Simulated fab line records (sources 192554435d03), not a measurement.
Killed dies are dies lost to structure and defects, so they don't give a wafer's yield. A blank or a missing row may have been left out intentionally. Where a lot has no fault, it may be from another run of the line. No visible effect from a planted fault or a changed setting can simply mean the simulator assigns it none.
Split-lot trial / flow n5 finfet / on a route of 1938 steps: 7 lots, 21 wafers read

## ABOUT THE SPLIT
At N5_BEOL_M2_ETCH_74 (etches underlayer in N2/H2, target depth 6.5 nm, time 5.2 s), the setting source w was moved away from the recipe's 840 W on 6 of the 21 wafers read, by -17.1% to +13.2%. All remaining wafers had this setting at the recipe value.

The split's own step is where the reading is taken.

## THE READING
rf vpp V, in V, at N5_BEOL_M2_ETCH_74 (etches underlayer in N2/H2, target depth 6.5 nm, time 5.2 s). A value of 524 V with a standard deviation of 3 V is what fault-free wafers of this fab line usually give.

wafer=L078.1; tool, chamber at the split=rie diel-06, 1; source w as run, W=840; against the recipe=recipe; rf vpp V, V=526; against lot-mates on the recipe=-
wafer=L078.3; tool, chamber at the split=rie diel-06, 3; source w as run, W=840; against the recipe=recipe; rf vpp V, V=529; against lot-mates on the recipe=-
wafer=L078.5; tool, chamber at the split=rie diel-06, 3; source w as run, W=840; against the recipe=recipe; rf vpp V, V=527; against lot-mates on the recipe=-
wafer=L077.1; tool, chamber at the split=rie diel-03, 2; source w as run, W=696.1; against the recipe=-17.1%; rf vpp V, V=553; against lot-mates on the recipe=+37
wafer=L077.3; tool, chamber at the split=rie diel-03, 3; source w as run, W=840; against the recipe=recipe; rf vpp V, V=516; against lot-mates on the recipe=-
wafer=L077.6; tool, chamber at the split=rie diel-03, 3; source w as run, W=696.1; against the recipe=-17.1%; rf vpp V, V=554; against lot-mates on the recipe=+38
wafer=L079.1; tool, chamber at the split=rie diel-03, 2; source w as run, W=706.1; against the recipe=-15.9%; rf vpp V, V=554; against lot-mates on the recipe=+32
wafer=L079.4; tool, chamber at the split=rie diel-03, 0; source w as run, W=840; against the recipe=recipe; rf vpp V, V=520; against lot-mates on the recipe=-
wafer=L079.5; tool, chamber at the split=rie diel-03, 1; source w as run, W=840; against the recipe=recipe; rf vpp V, V=525; against lot-mates on the recipe=-
wafer=L088.1; tool, chamber at the split=rie diel-03, 2; source w as run, W=883; against the recipe=+5.1%; rf vpp V, V=511; against lot-mates on the recipe=-8
wafer=L088.2; tool, chamber at the split=rie diel-03, 3; source w as run, W=840; against the recipe=recipe; rf vpp V, V=518; against lot-mates on the recipe=-
wafer=L088.5; tool, chamber at the split=rie diel-03, 2; source w as run, W=840; against the recipe=recipe; rf vpp V, V=520; against lot-mates on the recipe=-
wafer=L089.3; tool, chamber at the split=rie diel-02, 0; source w as run, W=840; against the recipe=recipe; rf vpp V, V=525; against lot-mates on the recipe=-
wafer=L089.4; tool, chamber at the split=rie diel-02, 3; source w as run, W=840; against the recipe=recipe; rf vpp V, V=522; against lot-mates on the recipe=-
wafer=L089.5; tool, chamber at the split=rie diel-02, 2; source w as run, W=840; against the recipe=recipe; rf vpp V, V=522; against lot-mates on the recipe=-
wafer=L090.1; tool, chamber at the split=rie diel-06, 0; source w as run, W=840; against the recipe=recipe; rf vpp V, V=525; against lot-mates on the recipe=-
wafer=L090.5; tool, chamber at the split=rie diel-06, 2; source w as run, W=840; against the recipe=recipe; rf vpp V, V=528; against lot-mates on the recipe=-
wafer=L090.6; tool, chamber at the split=rie diel-06, 3; source w as run, W=840; against the recipe=recipe; rf vpp V, V=526; against lot-mates on the recipe=-
wafer=L097.3; tool, chamber at the split=rie diel-06, 0; source w as run, W=840; against the recipe=recipe; rf vpp V, V=525; against lot-mates on the recipe=-
wafer=L097.4; tool, chamber at the split=rie diel-06, 2; source w as run, W=951.2; against the recipe=+13.2%; rf vpp V, V=503; against lot-mates on the recipe=-22
wafer=L097.5; tool, chamber at the split=rie diel-06, 0; source w as run, W=951.2; against the recipe=+13.2%; rf vpp V, V=503; against lot-mates on the recipe=-22

FIT RESULTS
A straight line over all 21 wafers: rf vpp V changes by -1.74 V for each +1% of source w; r = -0.97; the points scatter about the line by 3.5 V.
The same after taking each lot's own level away (the mean of its wafers on the recipe; 21 wafers): -1.97 V for each +1%; r = -0.99; scatter 2.1 V.
According to that fit, moving source w by its largest amount changes the reading by 34 V.
From 516.0 to 527.3 V: that is the span of the lots' own levels, equal to 3.8 times the standard deviation above.
So the lot-to-lot level changes the slope: the two fits differ.
Check: +33.6 V against its lot-mates is what the line predicts for one of the wafers moved furthest among these (-17.1%) when that wafer is left out of the fit. Against them it came out at +37 V.
Tool readings at the split's step, against how far the setting was moved: etch rf on time s r = -0.95; rf vpp V r = -0.97.

## ADDITIONAL SPLITS CARRIED BY THESE WAFERS
Other splits were also applied to these wafers ahead of the reading. Each is held against what the fit with the lots' levels taken away leaves over:
other split on the same wafers=N5_BEOL_M2_DESCUM_16 time s; wafers away from the commonest value=6; r with rf vpp V (lot level and that fit taken away)=-0.03

## THE WHOLE CHAIN: every reading that the file lists as answering this split, in the file's order
step=N5_BEOL_M2_ETCH_74; what it does=etches underlayer in N2/H2, target depth 6.5 nm, time 5.2 s; reading=etch rf on time s; change (the file's fit)=withheld for each +1% of the setting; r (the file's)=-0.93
step=N5_BEOL_M2_ETCH_74; what it does=etches underlayer in N2/H2, target depth 6.5 nm, time 5.2 s; reading=rf vpp V; change (the file's fit)=-1.96 V for each +1% of the setting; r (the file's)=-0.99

## THE FILE'S OWN FIT
rf vpp V changes by -1.96 V for each +1% of source w, r = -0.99.
